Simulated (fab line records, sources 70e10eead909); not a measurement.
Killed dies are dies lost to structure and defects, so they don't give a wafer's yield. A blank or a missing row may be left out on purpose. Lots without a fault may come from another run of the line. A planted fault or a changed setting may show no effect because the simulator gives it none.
fab line records | flow nand_harc
record lots=13 wafers=38 last_day=24
route steps=1159 shown A_CHANNEL_HOLE_D1@470 A_CHANNEL_FILL_D1@494 END@1159
lots that met no fault: from a run of the same line without faults
start_h: hours from the record's first day to the start of the lot's first wafer shown | wait_h: hours since the lot's step before | " the same as in the row above | L1.1+2: a row that stands for several wafers | - no value, or no start given | * or withheld: withheld | < > ~ a bound
route shown NAME@n: a module of which the file shows steps, and the number in the route of the first | usual: mean/standard deviation of fault-free wafers | same: alike in all rows | chamber/n: place in a boat | sites: the reading at each site | _std_site: their standard deviation | _edge_site: outer sites' mean less inner sites' | radius_mm: how far each site lies from the wafer's centre | mask NAME#n: copy n | behind: the tool/chamber that last shaped the wafer | hold: why the lot was held/for how many hours/how that ended | device: the transistor (n, p or np) that didn't switch | end of line: the same wafers' tests at the end of the route | a step without rows: its recipe alone | killed: dies lost to structure and defects at the first sort, not the wafer's yield | map: a wafer's dies, x killed, . not, _ none there
set.NAME: the setting as run; set.NAME@STEP: as run at that earlier step | model.NAME: the simulator's own value behind a step, which no gauge read
steps of the route over a sample of lots; a table a step, a row a wafer
services: from which hour (start_h, from the record's first day; less than 0 if before it) a tool's chamber was out of use, for how many hours, and why
## steps
# step NHARC_A_CHANNEL_HOLE_D1_CD_MEAS_18
# usual cd_nm=99/3
# columns lot.wafer tool chamber start_h wait_h cd_nm
L103.2 cd_sem-03 - 179.77 - 100
L103.3 " - " " 99
L103.5 " - " " 101
L104.2 cd_sem-03 - 192.25 - 97
L104.3 " - " " 100
L104.4 " - " " 104
L107.1 cd_sem-03 - 201.39 - 96
L107.3 " - " " 96
L107.5 " - " " 98
L108.1 cd_sem-01 - 211.70 - 97
L108.5 " - " " 92
L108.6 " - " " 97
L111.1 cd_sem-02 - 222.39 - 95
L111.4 " - " " 99
L111.5 " - " " 103
L113.3 cd_sem-01 - 226.21 - 96
L113.4 " - " " 102
L113.6 " - " " 99
L112.1 cd_sem-02 - 232.93 - 95
L112.2 " - " " 95
L112.6 " - " " 92
L116.4 cd_sem-02 - 251.60 - 97
L116.5 " - " " 97
L116.6 " - " " 94
L117.2 cd_sem-02 - 262.69 - 99
L117.4 " - " " 95
L117.5 " - " " 97
L118.1 cd_sem-02 - 271.34 - 98
L118.3 " - " " 103
L118.4 " - " " 99
L120.2 cd_sem-01 - 277.02 - 98
L120.6 " - " " 101
L124.1 cd_sem-02 - 299.40 - 101
L124.5 " - " " 97
L124.6 " - " " 98
L126.1 cd_sem-02 - 316.35 - 102
L126.3 " - " " 101
L126.6 " - " " 98
# step NHARC_A_CHANNEL_FILL_D1_ALD_14
# recipe target_thk_a=25 pulse_time_s=10 ald_cycles=25 temp_c=300 material=SiO2
# usual ald_cycles=25/0 heater_power_w=484/54 precursor_pulse_height_rel=1.003/0.021
# same pulse_time_s=10
# columns lot.wafer tool chamber start_h wait_h ald_cycles heater_power_w precursor_pulse_height_rel
L103.2 ald_hk-03 0 194.21 1.4 25 416 0.979
L103.3 " 1 " " 25 495 0.965
L103.5 " 0 " " 25 402 0.992
L104.2 ald_hk-04 1 205.40 0.1 25 542 0.997
L104.4 " 2 " " 25 403 1.016
L104.3 " 3 " " 25 550 1.021
L107.3 ald_hk-01 1 214.46 0.0 25 569 1.008
L107.1 " 0 " " 25 453 1.022
L107.5 " 2 " " 25 512 1.001
L108.1 ald_hk-03 0 227.18 0.9 25 404 1.008
L108.6 " 3 " " 25 513 1.007
L108.5 " 0 " " 25 422 0.987
L111.4 ald_hk-03 0 238.48 3.8 25 410 0.988
L111.1 " 2 " " 25 461 0.994
L111.5 " 3 " " 25 502 1.025
L112.1 ald_hk-01 3 245.19 0.4 25 517 0.997
L112.2 " 1 " " 25 577 1.016
L112.6 " 3 " " 25 531 1.013
L113.4 ald_hk-04 0 245.20 0.4 25 388 1.007
L113.3 " 1 " " 25 536 1.006
L113.6 " 3 " " 25 536 1.035
L116.4 ald_hk-03 0 265.79 0.2 25 407 1.013
L116.5 " 1 " " 25 492 1.043
L116.6 " 2 " " 25 468 1.005
L117.2 ald_hk-01 3 279.23 1.0 25 511 1.006
L117.4 " 0 " " 25 463 0.997
L117.5 " 2 " " 25 501 0.984
L118.4 ald_hk-01 2 285.82 0.0 25 496 1.016
L118.1 " 0 " " 21 464 0.998
L118.3 " 1 " " 25 579 1.017
L120.2 ald_hk-01 2 290.70 0.1 21 515 1.020
L120.6 " 0 " " 25 454 1.042
L124.1 ald_hk-01 2 312.54 0.0 21 504 1.006
L124.6 " 2 " " 25 503 0.998
L124.5 " 3 " " 25 526 1.002
L126.1 ald_hk-04 0 329.44 0.1 25 404 0.959
L126.3 " 2 " " 25 410 1.021
L126.6 " 3 " " 25 554 0.988
# step NHARC_A_CHANNEL_FILL_D1_ETCHBACK_19
# recipe target_depth_a=50 time_s=1.7 hbr_flow_sccm=150 cl2_flow_sccm=50 rf_w=400 icp_w=400 bias_w=100 chemistry=HBr/Cl2
# usual drypump_motor_current_A=5.6/0.43 oes_product_au=0.997/0.013 throttle_valve_pct=26.407/0.0081
# same time_s=1.7
# columns lot.wafer tool chamber start_h wait_h drypump_motor_current_A oes_product_au rf_hours_counter_h throttle_valve_pct
L103.2 rie_si-02 0 210.95 0.4 5.0 0.991 1.8 26.403
L103.3 " 2 " " 5.6 0.999 1.6 26.408
L103.5 " 0 " " 5.0 1.000 - 26.408
L104.3 rie_si-06 0 222.21 0.4 5.7 1.004 0.2 26.411
L104.4 " 1 " " 5.3 0.989 0.2 26.413
L104.2 " 2 " " 5.6 0.997 0.2 26.402
L107.3 rie_si-02 2 228.73 0.4 5.6 1.011 0.1 26.403
L107.1 " 3 " " 5.7 1.027 0.1 26.402
L107.5 " 3 " " 5.8 1.023 - 26.406
L108.1 rie_si-02 0 243.98 0.4 5.0 0.999 0.2 26.400
L108.6 " 2 " " 5.6 1.010 - 26.401
L108.5 " 3 " " 5.8 1.024 - 26.408
L111.4 rie_si-06 2 255.16 0.4 5.6 1.004 0.5 26.406
L111.1 " 0 " " 5.8 0.996 0.6 26.404
L111.5 " 2 " " 5.6 0.993 - 26.403
L113.4 rie_si-04 1 263.51 0.4 5.8 0.988 1.4 26.419
L113.3 " 0 " " 5.0 0.982 1.4 26.397
L113.6 " 1 " " 5.8 0.990 - 26.406
L112.1 rie_si-02 2 263.52 0.4 5.6 0.991 0.4 26.404
L112.2 " 3 " " 5.7 1.021 0.4 26.425
L112.6 " 1 " " 5.8 0.986 - 26.410
L116.4 rie_si-02 3 283.40 0.4 5.7 1.013 0.6 26.406
L116.5 " 0 " " 4.9 0.996 - 26.407
L116.6 " 1 " " 5.9 0.977 - 26.417
L117.4 rie_si-04 2 296.44 0.4 6.3 0.983 0.1 26.405
L117.2 " 3 " " 6.1 0.973 0.1 26.410
L117.5 " 1 " " 5.8 0.974 - 26.400
L118.1 rie_si-06 1 302.76 0.4 5.2 0.999 0.9 26.421
L118.4 " 2 " " 5.6 1.008 1.0 26.401
L118.3 " 3 " " 4.9 1.008 1.2 26.406
L120.2 rie_si-06 3 308.25 0.4 4.9 1.010 1.2 26.407
L120.6 " 0 " " 5.7 1.008 - 26.414
L124.1 rie_si-02 1 329.48 0.4 5.8 0.990 1.1 26.400
L124.6 " 3 " " 5.7 1.005 - 26.414
L124.5 " 0 " " 5.0 1.000 - 26.414
L126.3 rie_si-04 0 349.29 0.4 5.0 0.990 0.4 26.396
L126.1 " 3 " " 6.1 0.978 0.4 26.394
L126.6 " 0 " " 5.0 0.981 - 26.418
# step NHARC_A_CHANNEL_FILL_D1_ALD_25
# recipe target_thk_a=600 pulse_time_s=10 ald_cycles=600 temp_c=300 material=SiOx
# usual ald_cycles=600/0 heater_power_w=489/55 precursor_pulse_height_rel=1.001/0.021
# same pulse_time_s=10
# columns lot.wafer tool chamber start_h wait_h ald_cycles heater_power_w precursor_pulse_height_rel
L103.2 ald_hk-01 3 225.87 0.7 600 520 0.964
L103.3 " 1 227.10 1.9 600 550 1.016
L103.5 " 3 228.33 3.1 600 525 0.992
L104.3 ald_hk-04 2 235.11 1.1 600 415 1.004
L104.2 " 3 " " 600 550 0.998
L104.4 " 0 " " 600 410 0.996
L107.3 ald_hk-04 2 241.50 0.1 600 405 0.981
L107.1 " 3 " " 600 546 0.993
L107.5 " 2 243.94 2.5 600 410 0.988
L108.1 ald_hk-03 3 255.93 0.1 600 512 0.954
L108.5 " 3 258.40 2.5 600 512 1.004
L108.6 " 0 " " 600 404 0.992
L111.1 ald_hk-01 3 267.60 0.6 600 514 1.009
L111.4 " 0 " " 600 459 1.001
L111.5 " 0 270.65 3.6 600 453 0.979
L112.1 ald_hk-01 3 275.48 0.1 600 522 0.986
L112.2 " 2 277.33 1.9 600 495 1.023
L112.6 " 3 " " 600 537 1.022
L113.3 ald_hk-03 2 276.10 0.7 600 463 0.987
L113.4 " 0 277.34 1.9 600 415 0.985
L113.6 " 2 278.58 3.1 600 471 0.981
L116.4 ald_hk-04 2 297.69 2.5 600 404 1.012
L116.6 " 0 300.13 4.9 600 408 1.018
L116.5 " 1 301.35 6.2 600 554 1.038
L117.4 ald_hk-03 3 308.18 0.0 600 496 1.014
L117.2 " 2 310.01 1.9 600 458 0.987
L117.5 " 3 " " 600 523 0.977
L118.4 ald_hk-01 1 316.30 0.1 600 567 1.013
L118.1 " 2 " " 600 501 1.015
L118.3 " 0 318.18 1.9 600 453 1.051
L120.2 ald_hk-03 3 322.87 2.7 600 497 1.014
L120.6 " 0 " " 600 395 1.013
L124.1 ald_hk-04 3 343.14 1.9 600 549 1.003
L124.6 " 0 " " 600 419 1.053
L124.5 " 1 " " 600 541 0.995
L126.3 ald_hk-03 0 361.29 0.1 600 441 0.973
L126.1 " 1 " " 600 533 0.982
L126.6 " 0 363.73 2.5 600 432 0.999
# step NHARC_END_SORT_01
# recipe temp_c=25
# usual killed_at_array=26/9.7 killed_at_other=1.0/1.2 killed_at_periphery=3.9/2.6 killed_dies=31/9.7 killed_open=3.2/1.8 killed_short=2.0/1.3
# same gross_dies=677
# columns lot.wafer tool chamber start_h wait_h killed_at_array killed_at_other killed_at_periphery killed_dies killed_open killed_short
L124.1 prober-01 0 579.55 2.5 18 3 4 25 5 0
L124.5 prober-01 0 582.75 3.7 20 2 5 27 2 1
L124.6 prober-01 0 583.55 4.0 21 1 0 22 3 0
# killed by level:class
L124.1 A_CONTACT:chamber_film_flake=6 THIN_TSV:chamber_film_flake=3 A_CONTACT:geometric_particle:open=2 P_STI:chamber_film_flake=2 A_ZERO_WELL:chamber_film_flake=2 A_CHANNEL_HOLE_D1:chamber_film_flake=2 A_STAIRCASE:chamber_film_flake=2 A_WL_FILL:chamber_film_flake=2
L124.5 A_CHANNEL_HOLE_D1:chamber_film_flake=6 A_STAIRCASE:chamber_film_flake=5 A_CONTACT:chamber_film_flake=3 P_ZERO_WELL:chamber_film_flake=2 P_STI:chamber_film_flake=2 A_SLIT:chamber_film_flake=2 A_WL_FILL:chamber_film_flake=2 P_M2:geometric_particle:short=1
L124.6 A_WL_FILL:chamber_film_flake=6 A_CONTACT:chamber_film_flake=5 A_STAIRCASE:chamber_film_flake=4 A_CHANNEL_HOLE_D1:chamber_film_flake=3 A_ONON_D1:geometric_particle:open=1 A_SGD_CUT:geometric_particle:open=1 A_M1:geometric_particle:open=1 THIN_TSV:chamber_film_flake=1
## services
# columns tool chamber start_h hours kind
rie_si-06 - 183.00 9.0 pm
ald_hk-01 - 184.31 1.1 repair
ald_hk-04 - 186.00 10.0 pm
ald_hk-04 0 186.00 10.0 vent_cycle
rie_si-02 3 198.80 3.9 repair
rie_si-02 - 211.03 9.0 pm
rie_si-02 1 227.85 14.3 repair
ald_hk-01 0 228.94 10.0 vent_cycle
ald_hk-01 1 228.94 10.0 vent_cycle
ald_hk-01 0 238.94 - clean
ald_hk-01 1 238.94 - clean
ald_hk-01 2 238.94 - clean
ald_hk-01 3 238.94 - clean
ald_hk-03 - 243.98 1.1 repair
rie_si-04 - 276.00 9.0 pm
ald_hk-03 2 324.71 10.0 vent_cycle
ald_hk-03 3 324.71 10.0 vent_cycle
ald_hk-03 0 334.71 - clean
ald_hk-03 1 334.71 - clean
ald_hk-03 2 334.71 - clean
ald_hk-03 3 334.71 - clean
ald_hk-04 - 339.55 1.0 repair
rie_si-06 0 356.33 1.2 repair
rie_si-06 - 360.00 9.0 pm
## key
first_sign step=NHARC_A_CHANNEL_FILL_D1_ALD_14 reading=ald_cycles direction=down sigmas=99+ usual=25 struck=21
effect none on later readings
met_at NHARC_A_CHANNEL_FILL_D1_ALD_14
struck_lots L118,L120,L124
struck_wafers L118.1,L120.2,L124.1
tester_left_out L118,L120,L124
not_acting_at NHARC_A_CHANNEL_HOLE_D1_CD_MEAS_18,NHARC_A_CHANNEL_FILL_D1_ETCHBACK_19,NHARC_A_CHANNEL_FILL_D1_ALD_25
onset_between 279.23 285.82
fault kind=process_parameter_drift tool=ald_hk-01 chamber=- onset_h=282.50 steps=NHARC_A_CHANNEL_FILL_D1_ALD_14 channel=ald_cycles offset=-4 shape=step end_h=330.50 scope=struck_wafers_only acts_in=these_recipes_only stated=25
# tester_left_out: of these lots the tester's yield and bins aren't shown, on N5 and GAA mostly nor the transistor test; their killed dies are dies lost to structure and defects alone, not to doping, threshold or leakage, so they don't give the yield
